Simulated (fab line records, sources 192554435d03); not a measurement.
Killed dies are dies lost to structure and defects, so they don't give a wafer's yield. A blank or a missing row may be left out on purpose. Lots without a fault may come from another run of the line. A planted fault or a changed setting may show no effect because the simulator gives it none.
Which tool did it? | flow n5_finfet | 24 lots, 72 wafers sampled, at 4 steps of a route of 1938

WHAT THE GAUGES READ, wafer by wafer
N5_BEOL_M14_OVL_MEAS_29.
lot  | measured     | on         | M14_OVL (nm)
L074 | day 11 08:01 | overlay-01 | 5 5 3
L076 | day 11 08:47 | overlay-02 | -5 -7 -2
L075 | day 11 20:58 | overlay-02 | 0 4 -1
L077 | day 12 00:02 | overlay-02 | 2 1 -1
L078 | day 12 06:42 | overlay-01 | 7 3 4
L079 | day 13 04:52 | overlay-01 | -11 -3 -4
L081 | day 13 06:15 | overlay-02 | 9 6 16
L082 | day 13 09:11 | overlay-02 | 2 5 2
L083 | day 13 19:38 | overlay-01 | 4 -2 3
L080 | day 13 20:04 | overlay-02 | 7 4 4
L084 | day 14 04:40 | overlay-02 | -6 -5 1
L085 | day 14 04:52 | overlay-02 | 0 4 1
L086 | day 14 08:09 | overlay-02 | -6 -6 -5
L087 | day 14 11:05 | overlay-01 | -3 -8 -5
L088 | day 14 20:51 | overlay-01 | 11 1 4
L090 | day 15 04:47 | overlay-01 | 7 7 4
L089 | day 15 09:31 | overlay-01 | -4 1 2
L092 | day 15 22:17 | overlay-02 | -1 -7 8
L093 | day 16 06:40 | overlay-02 | 5 0 4
L095 | day 16 13:08 | overlay-01 | -4 2 -4
L091 | day 16 16:01 | overlay-02 | -2 -1 -1
L094 | day 16 18:15 | overlay-02 | 11 7 8
L097 | day 17 08:52 | overlay-02 | -1 -6 -4
L096 | day 17 13:08 | overlay-02 | 0 4 5

N5_BEOL_M14_THK_MEAS_50: measures by xrf.
lot  | measured     | on            | M14_THK (nm)
L074 | day 11 10:56 | film_metro-01 | 559 584 546
L076 | day 11 13:13 | film_metro-02 | 561 514 530
L075 | day 12 00:02 | film_metro-02 | 565 501 561
L077 | day 12 04:10 | film_metro-01 | 576 577 549
L078 | day 12 13:31 | film_metro-02 | 559 519 556
L079 | day 13 12:07 | film_metro-01 | 577 593 545
L081 | day 13 15:56 | film_metro-02 | 556 561 567
L082 | day 13 18:25 | film_metro-02 | 571 544 575
L083 | day 13 23:41 | film_metro-01 | 514 585 580
L080 | day 14 00:39 | film_metro-01 | 588 537 588
L084 | day 14 11:59 | film_metro-01 | 553 578 597
L085 | day 14 12:12 | film_metro-01 | 548 592 590
L086 | day 14 12:18 | film_metro-02 | 549 478 506
L087 | day 14 15:14 | film_metro-02 | 567 565 558
L088 | day 15 03:22 | film_metro-02 | 555 506 519
L090 | day 15 07:28 | film_metro-02 | 518 575 490
L089 | day 15 12:22 | film_metro-02 | 531 503 525
L092 | day 16 01:53 | film_metro-01 | 544 565 527
L093 | day 16 11:56 | film_metro-01 | 576 601 556
L095 | day 16 15:22 | film_metro-01 | 594 574 591
L091 | day 16 21:43 | film_metro-01 | 509 594 507
L094 | day 16 23:17 | film_metro-02 | 531 563 548
L097 | day 17 11:28 | film_metro-01 | 531 528 580
L096 | day 17 15:37 | film_metro-01 | 533 528 576

WHICH TOOL RAN EACH LOT (tool, then ch and the chambers of the sampled wafers, then the start)
lot  | N5_BEOL_M13_SPUTTER_44       | N5_BEOL_M14_CMP_49
L074 | pvd_sputter-01, day 11 05:20 | cmp-04 ch 1,2,3, day 11 10:38
L076 | pvd_sputter-01, day 11 05:39 | cmp-04 ch 0,2,3, day 11 12:55
L075 | pvd_sputter-02, day 11 17:41 | cmp-04 ch 1,2,3, day 11 23:44
L077 | pvd_sputter-03, day 11 21:14 | cmp-03 ch 0,2,3, day 12 03:52
L078 | pvd_sputter-01, day 12 03:28 | cmp-03 ch 1,2,3, day 12 13:13
L079 | pvd_sputter-02, day 13 02:14 | cmp-02 ch 1,3, day 13 11:49
L081 | pvd_sputter-02, day 13 03:28 | cmp-03 ch 0,1, day 13 15:40
L082 | pvd_sputter-01, day 13 06:32 | cmp-04 ch 1,2, day 13 18:07
L083 | pvd_sputter-01, day 13 17:00 | cmp-02 ch 0,1,2, day 13 23:28
L080 | pvd_sputter-03, day 13 17:30 | cmp-03 ch 0,1, day 14 00:22
L084 | pvd_sputter-02, day 14 01:52 | cmp-02 ch 0,1,2, day 14 11:41
L085 | pvd_sputter-03, day 14 01:54 | cmp-03 ch 0,1,2, day 14 11:55
L086 | pvd_sputter-01, day 14 05:30 | cmp-04 ch 1,3, day 14 12:00
L087 | pvd_sputter-03, day 14 08:06 | cmp-02 ch 1,2, day 14 14:58
L088 | pvd_sputter-01, day 14 17:55 | cmp-04 ch 1,3, day 15 03:04
L090 | pvd_sputter-01, day 15 02:08 | cmp-04 ch 0,2,3, day 15 07:17
L089 | pvd_sputter-01, day 15 06:48 | cmp-04 ch 0,1,2, day 15 12:09
L092 | pvd_sputter-02, day 15 19:31 | cmp-02 ch 0,1,2, day 16 01:35
L093 | pvd_sputter-03, day 16 04:02 | cmp-04 ch 0,1, day 16 11:38
L095 | pvd_sputter-03, day 16 10:22 | cmp-03 ch 0,2, day 16 15:04
L091 | pvd_sputter-03, day 16 12:37 | cmp-03 ch 1,2,3, day 16 21:32
L094 | pvd_sputter-03, day 16 15:31 | cmp-02 ch 0,1,3, day 16 23:04
L097 | pvd_sputter-02, day 17 06:10 | cmp-03 ch 0,1,3, day 17 11:15
L096 | pvd_sputter-01, day 17 10:15 | cmp-03 ch 0,1,2, day 17 15:26
- N5_BEOL_M13_SPUTTER_44: material Ta, target thk 10 nm, time 16.13 s.
- N5_BEOL_M14_CMP_49: polishes, stops on SiO2, t overpolish 5.2 s, target thk 560 nm.

WHAT THE TOOLS THEMSELVES READ (means of the sampled wafers that have a number; where no wafer has one, the mark that the record gives instead)
N5_BEOL_M13_SPUTTER_44.
lot  | tool           | throttle_valve_pct (%)
L074 | pvd_sputter-01 | 29.6
L076 | pvd_sputter-01 | 29.5
L075 | pvd_sputter-02 | 30.4
L077 | pvd_sputter-03 | 30.7
L078 | pvd_sputter-01 | 29.6
L079 | pvd_sputter-02 | 29.6
L081 | pvd_sputter-02 | 30.6
L082 | pvd_sputter-01 | 29.4
L083 | pvd_sputter-01 | 29.6
L080 | pvd_sputter-03 | 31.2
L084 | pvd_sputter-02 | 30.4
L085 | pvd_sputter-03 | 30.9
L086 | pvd_sputter-01 | 29.1
L087 | pvd_sputter-03 | 31.3
L088 | pvd_sputter-01 | 30.2
L090 | pvd_sputter-01 | 29.2
L089 | pvd_sputter-01 | 29.7
L092 | pvd_sputter-02 | 30.5
L093 | pvd_sputter-03 | 30.8
L095 | pvd_sputter-03 | 30.1
L091 | pvd_sputter-03 | 29.9
L094 | pvd_sputter-03 | 31.2
L097 | pvd_sputter-02 | 30.6
L096 | pvd_sputter-01 | 29.5

N5_BEOL_M14_CMP_49.
lot  | tool   | barrier_field_endpoint_s (s) | motor_current_A (A) | overpolish_run_s (s) | time_to_endpoint_s (s)
L074 | cmp-04 | 11.7                         | 8.0                 | 5.207                | 124
L076 | cmp-04 | 11.6                         | 7.9                 | 5.195                | 121
L075 | cmp-04 | 11.6                         | 8.0                 | 5.197                | 127
L077 | cmp-03 | 11.3                         | 7.5                 | 5.196                | 118
L078 | cmp-03 | 11.2                         | 7.5                 | 5.187                | 113
L079 | cmp-02 | 11.4                         | 8.6                 | 5.200                | 122
L081 | cmp-03 | 10.9                         | 8.4                 | 5.195                | 116
L082 | cmp-04 | 11.2                         | 7.4                 | 5.193                | 119
L083 | cmp-02 | 11.0                         | 8.8                 | 5.202                | 115
L080 | cmp-03 | 11.0                         | 8.1                 | 5.196                | 117
L084 | cmp-02 | 11.0                         | 8.7                 | 5.192                | 114
L085 | cmp-03 | 11.0                         | 8.2                 | 5.212                | 112
L086 | cmp-04 | 11.5                         | 7.6                 | 5.199                | 121
L087 | cmp-02 | 11.2                         | 8.8                 | 5.214                | 119
L088 | cmp-04 | 11.1                         | 7.9                 | 5.206                | 122
L090 | cmp-04 | 11.6                         | 8.0                 | 5.197                | 119
L089 | cmp-04 | 11.5                         | 7.5                 | 5.201                | 121
L092 | cmp-02 | 11.0                         | 8.7                 | 5.197                | 116
L093 | cmp-04 | 11.6                         | 6.8                 | 5.207                | 123
L095 | cmp-03 | 11.1                         | 8.0                 | 5.194                | 119
L091 | cmp-03 | 11.2                         | 7.7                 | 5.197                | 111
L094 | cmp-02 | 11.4                         | 8.7                 | 5.198                | 121
L097 | cmp-03 | 10.9                         | 7.9                 | 5.203                | 114
L096 | cmp-03 | 10.9                         | 8.2                 | 5.196                | 113

THE ANSWER, worked out from the rows above alone
Rule: what is usual is taken from the lots themselves. Put in order of their means at a reading, lots are off if they are a third of the lots or fewer, leave a main group of 4 or more, and stand apart from it by a gap of 3 or more times the standard deviation of the main group's means; of several such gaps the widest counts. A main group whose means are all the same, to the digits that the tables above print for the reading, isn't used. A lot without any number at a reading at which 4 lots or more have one is off too. The other lots that the step has rows for count as sound. The gauges are gone through in route order, then the tools' own readings, and for those a lot's mean is taken as printed above. The first step at which some lot is off is used, and at that step the reading that is off furthest; a lot without a number counts as furthest.
No lot is off at any reading shown: from this, nothing can be told.

WHAT THE SIMULATOR HAD PUT IN
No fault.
